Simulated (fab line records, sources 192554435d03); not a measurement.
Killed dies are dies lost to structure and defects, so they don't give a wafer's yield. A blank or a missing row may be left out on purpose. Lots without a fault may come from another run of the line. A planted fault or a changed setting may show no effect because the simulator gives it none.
Chamber matching | flow n5_finfet | N5_MOL_CONTACT_COAG_CMP_52 on cmp-01: 4 sister chambers
The step polishes, stops on SiO2, t overpolish 1.5 s, target thk 66.5 nm. 4 wafers are shown with their chamber, then 9 later ones without.

WAFERS WITH THEIR CHAMBER
wafer  | chamber | motor_current_A (A)
L084.1 | 3       | 11.0
L085.3 | 2       | 12.2
L085.5 | 0       | 10.3
L085.6 | 1       | 14.8

WAFERS WITHOUT THEIR CHAMBER
wafer  | motor_current_A (A)
L090.1 | 12.4
L090.5 | 12.4
L090.6 | 14.7
L093.3 | 14.7
L093.4 | 11.3
L093.5 | 10.9
L095.1 | 10.4
L095.5 | 11.4
L095.6 | 12.1

WHICH CHAMBER EACH WENT THROUGH
wafer  | from the rows above     | in truth
L090.1 | 2                       | 2
L090.5 | 2                       | 2
L090.6 | 1                       | 1
L093.3 | 1                       | 1
L093.4 | 3                       | 3
L093.5 | 3                       | 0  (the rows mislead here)
L095.1 | 0                       | 0
L095.5 | can't be placed: 3 or 2 | 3
L095.6 | 2                       | 2
Placed correctly: 7 of 9. Can't be placed from these rows: 1 (the true chamber is among the candidates in 1). Placed wrongly: 1.
How it was worked out, from the rows above alone: a wafer's distance from a chamber is the root of the sum, over the readings, of the square of ((its reading less the chamber's mean) divided by the reading's scatter). The wafer belongs to the nearest chamber; if the next one is less than 2 further off, it can't be placed. A chamber's mean is the mean of its shown wafers. The scatter: with one shown wafer a chamber, the root of the mean of the squares of how far each hidden wafer lies from its nearest shown one.
